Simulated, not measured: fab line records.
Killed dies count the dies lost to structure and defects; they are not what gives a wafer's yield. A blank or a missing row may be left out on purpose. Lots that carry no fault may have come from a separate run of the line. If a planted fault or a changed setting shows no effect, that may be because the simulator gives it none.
Comparing a struck lot with a sound one + flow n5Finfet + 40 steps out of a route of 1938
Sound: the wafers L458.2, L458.4, L458.6. Struck: wafer L465.3 (L465.1, L465.4, from the same lot, were not struck and are left out); the cause is given at the end.
Each step with rows lists, per side, the tool, then ch with its chambers, then its first start. Under that, the readings that differ: sound wafers + struck wafers + difference of the means + sigmas: that difference in standard deviations of wafers without a fault.
alike: readings whose means differ by less than 2 such deviations, and words and numbers that are the same on both sides. not compared: withheld readings, readings that some wafer has no value for, bounds like >300 that may hide the same value, and numbers for which the record gives no deviation and whose values overlap.
Wherever a step has rows on one side only, a row that says differs or no value, or a row with sigmas, the two part there. Numbers that have no deviation but don't overlap get no sigmas and don't part them. A reading missing from all wafers of one side parts the sides only when that side holds two or more wafers.

first, 11 steps without rows for these wafers: N5_STI_FIN_REVEAL_ALD_14 (deposits Si3N4, target thk 3 nm); N5_STI_FIN_REVEAL_FCVD_FILL_01 (material SiO2 flowable, target thk 312 nm, time 512.2 s); N5_STI_FIN_REVEAL_DENSIFY_02 (time 1800 s); N5_STI_FIN_REVEAL_CMP_04 (polishes, stops on Si3N4, t overpolish 4 s, target thk 131.83 nm); N5_STI_FIN_REVEAL_DENSIFY_30; N5_STI_FIN_REVEAL_ETCHBACK_08 (etches SiO2 in C4F6/O2, target depth 30.5 nm, time 10.167 s); N5_STI_FIN_REVEAL_STRIP_24 (strips in N2/H2, time 90 s); N5_STI_FIN_REVEAL_PRECLEAN_25 (cleans in SPM, time 90 s); N5_STI_FIN_REVEAL_PRECLEAN_26 (cleans in SC1, time 45 s); N5_STI_FIN_REVEAL_PRECLEAN_29 (cleans in DHF, time 30 s); N5_STI_FIN_REVEAL_SRD_12 (time 30 s).
N5_STI_FIN_REVEAL_RECESS_09: chemistry HF/NH3, target SiO2, afs cycles 11, target depth 42.5 nm, sublimation time 60 s.
  sound on vaporEtch-01 ch 0,1, day 4 21:58; struck on vaporEtch-01 ch 0,1, day 6 16:14
then, 10 steps without rows for these wafers: N5_STI_FIN_REVEAL_STRIP_16 (strips SiNx in H3PO4, target depth 23.8 nm); N5_STI_FIN_REVEAL_PRECLEAN_17 (cleans in NF3:NH3, afs cycles 1, time 20 s, sublimation time 60 s); N5_STI_FIN_REVEAL_ETCH_34 (etches Si in H2, material Si, target depth 0.97 nm); N5_STI_FIN_REVEAL_OXIDATION_31 (chemistry O2 PLASMA REMOTE, time 20 s); N5_STI_FIN_REVEAL_PRECLEAN_32 (cleans in NF3:NH3, afs cycles 1, time 20 s, sublimation time 60 s); N5_STI_FIN_REVEAL_STRIP_35 (strips Si3N4 in H3PO4, target depth 4 nm, time 39 s); N5_STI_FIN_REVEAL_SRD_21 (time 30 s); N5_STI_FIN_REVEAL_OXIDATION_33 (chemistry O2 PLASMA REMOTE, time 20 s); N5_STI_FIN_REVEAL_CLEAN_19 (cleans in O3/DIW, time 120 s); N5_STI_FIN_REVEAL_SRD_23 (time 30 s).
N5_STI_FIN_REVEAL_FIN_H_MEAS_10:
  sound on ocd-01, day 5 00:40; struck on ocd-02, day 6 18:56
| reading            | sound          | struck | difference | sigmas |
|--------------------|----------------|--------|------------|--------|
| trenchDepthNm (nm) | 52.5 52.6 53.5 | 46.7   | -6.2       | -7     |
then, 15 steps without rows for these wafers: N5_STI_FIN_REVEAL_PRECLEAN_18 (cleans in SC2, time 45 s); N5_STI_FIN_REVEAL_SRD_28 (time 30 s); N5_DUMMY_GATE_PRECLEAN_00 (cleans in O3/DIW, time 60 s); N5_DUMMY_GATE_SRD_01 (time 30 s); N5_DUMMY_GATE_ALD_02 (deposits SiO2, target thk 2 nm, pulse time 1 s); N5_DUMMY_GATE_CVD_03 (deposits a-Si from SiH4, target thk 150 nm, time 8042 s); N5_DUMMY_GATE_PRECLEAN_46 (cleans in DIW, time 89.5 s); N5_DUMMY_GATE_SRD_47 (dry time 32 s); N5_DUMMY_GATE_CMP_04 (polishes a-Si); N5_DUMMY_GATE_HM_DEP_06 (deposits SiNx from DCS/NH3, target thk 80 nm, time 5141 s); N5_DUMMY_GATE_PECVD_30 (deposits SiO2 from TEOS/O2, target thk 55 nm, time 10.8 s); N5_DUMMY_GATE_COAT_34 (time 60 s, resist thk 60 nm); N5_DUMMY_GATE_COAT_35 (time 60 s, resist thk 10 nm); N5_DUMMY_GATE_COAT_28 (time 60 s, resist thk 10 nm); N5_DUMMY_GATE_COAT_09 (resist thk 30 nm).
-- a jump in the record: the struck wafers' starts before and after are 5 days apart (it breaks off in module DUMMY_GATE and resumes in module BEOL_M4, where the first step shown is number 1111 of the route) --
N5_BEOL_M4_RC_MEAS_101:
  sound on prober-02 ch 0, day 10 10:25; struck on prober-02 ch 0, day 12 05:13
| reading            | sound             | struck | difference | sigmas |
|--------------------|-------------------|--------|------------|--------|
| DIBL_N (mV/V)      | 37.5 37.6 37.1    | 48.4   | +11.0      | +8     |
| DIBL_P (mV/V)      | 38.8 39.1 38.3    | 43.1   | +4.4       | +2     |
| IOFF_N (nA/um)     | 0.177 0.172 0.155 | 0.868  | +0.700     | +24    |
| IOFF_N_85C (nA/um) | 3.4 3.4 3.0       | 12.6   | +9.3       | +20    |
| IOFF_P (nA/um)     | 0.20 0.20 0.18    | 0.42   | +0.23      | +7     |
| IOFF_P_85C (nA/um) | 3.5 3.5 3.2       | 6.5    | +3.1       | +6     |
| ION_N (uA/um)      | 677 671 677       | 620    | -55        | -5     |
| ION_P (uA/um)      | 454 453 451       | 419    | -34        | -4     |
| SS_N (mV/dec)      | 71.9 71.9 72.5    | 84.4   | +12.3      | +22    |
| SS_P (mV/dec)      | 73.4 73.3 73.8    | 78.4   | +4.9       | +8     |
  alike: VT_N, VT_P
-- here the record skips 5 days between the struck wafers' starts before and after, leaving off in module BEOL_M4 and picking up in module PASSIVATION (first step shown: number 1936 of the route) --
N5_PASSIVATION_PROBE_49:
  sound on prober-01, day 14 14:19; struck on prober-02, day 16 19:11
| reading                | sound          | struck | difference | sigmas      |
|------------------------|----------------|--------|------------|-------------|
| sort_bin_4_leakage (%) | 0 0 0          | 92.12  | +92.12     | +99 or more |
| sort_bin_6_memory (%)  | 4.0 5.3 3.6    | 2.5    | -1.8       | -2          |
| sort_bin_8_speed (%)   | 0 0 0          | 0.08   | +0.08      | +5          |
| sortNPass              | 1086 1039 1067 | 0      | -1064      | -56         |
| sortYieldPct (%)       | 92.0 88.1 90.4 | 0      | -90        | -56         |
  alike: defectLimitedYield, killed_at_M0_to_M3, killed_at_M4_up, killedAtContacts, killedAtFrontEnd, killedAtOther, killedDies, killedOnRim, killedOpen, killedShort, sort_bin_5_function

WHERE THEY PART
Last at N5_PASSIVATION_PROBE_49 as far as this record goes, first at N5_STI_FIN_REVEAL_FIN_H_MEAS_10.

WHY: whatever the simulator had introduced
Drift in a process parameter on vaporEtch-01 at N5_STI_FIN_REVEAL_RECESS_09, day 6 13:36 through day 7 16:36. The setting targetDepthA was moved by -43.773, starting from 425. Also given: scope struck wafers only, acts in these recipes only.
